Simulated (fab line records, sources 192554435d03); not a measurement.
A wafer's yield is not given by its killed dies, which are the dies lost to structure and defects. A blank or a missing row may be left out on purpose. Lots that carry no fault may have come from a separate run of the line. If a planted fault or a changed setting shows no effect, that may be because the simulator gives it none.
The tool behind it: which one? -- flow n5Finfet -- 24 lots (72 wafers sampled), 1 step of a 1938-step route

WHAT THE GAUGES READ, wafer by wafer
N5_MOL_CONTACT_COAG_CD_MEAS_08: the cd target is 28 nm.
lot,measured,on,cdNm (nm)
L074,day 4 21:15,cdSem-01,28.00 27.77 27.73
L075,day 5 01:30,cdSem-02,28.02 27.74 27.76
L076,day 5 06:36,cdSem-02,27.95 27.77 28.31
L077,day 5 11:01,cdSem-03,27.27 27.82 28.03
L078,day 5 20:20,cdSem-03,27.89 28.29 27.44
L079,day 5 22:04,cdSem-01,27.84 28.10 27.94
L080,day 6 08:21,cdSem-03,27.52 27.61 27.88
L081,day 6 12:05,cdSem-03,27.85 27.87 27.76
L082,day 6 21:11,cdSem-02,27.73 27.87 27.92
L083,day 7 06:13,cdSem-02,28.12 27.69 27.82
L084,day 7 09:53,cdSem-01,27.80 28.08 28.03
L085,day 7 16:23,cdSem-01,28.09 27.85 27.89
L086,day 7 22:41,cdSem-01,27.78 28.09 27.62
L087,day 7 23:26,cdSem-03,27.97 27.91 27.99
L088,day 8 07:36,cdSem-02,27.63 28.07 27.87
L089,day 8 15:39,cdSem-03,28.37 27.70 28.04
L090,day 8 18:21,cdSem-01,28.23 27.91 28.16
L091,day 9 01:14,cdSem-01,27.83 28.50 28.16
L092,day 9 06:38,cdSem-01,28.12 28.10 28.03
L093,day 9 14:38,cdSem-01,28.03 28.40 28.59
L094,day 9 15:08,cdSem-01,27.96 28.00 28.40
L095,day 9 22:34,cdSem-02,28.23 28.07 28.12
L096,day 10 04:31,cdSem-01,28.16 28.02 27.83
L097,day 10 09:59,cdSem-02,27.95 27.65 27.78

TOOL THAT RAN EACH LOT (tool first, then ch and the chambers of the sampled wafers, then the start)
Record: no process step prior to these readings.

AS READ BY THE TOOLS THEMSELVES (means over the sampled wafers that have a number; for cases with no such wafer, the mark the record gives instead)
The record holds no such reading with a usual standard deviation.

THE ANSWER, worked out from the rows above alone
Rule: the usual values come from the lots themselves. Put in order of their means at a reading, lots are off if they are a third of the lots or fewer, leave a main group of 4 or more, and stand apart from it by a gap of 3 or more times the standard deviation of the main group's means; of several such gaps the widest counts. If all means in a main group match to the digits the tables above print for the reading, that group is not used. Also off: a lot with no number at a reading for which 4 or more lots have one. The other lots that the step has rows for count as sound. The gauges are gone through in route order, then the tools' own readings, and for those a lot's mean is taken as printed above. The first step at which some lot is off is used, and at that step the reading that is off furthest; a lot without a number counts as furthest.
No lot is off on any of the readings shown, so nothing can be concluded from this.

WHAT THE SIMULATOR HAD PUT IN
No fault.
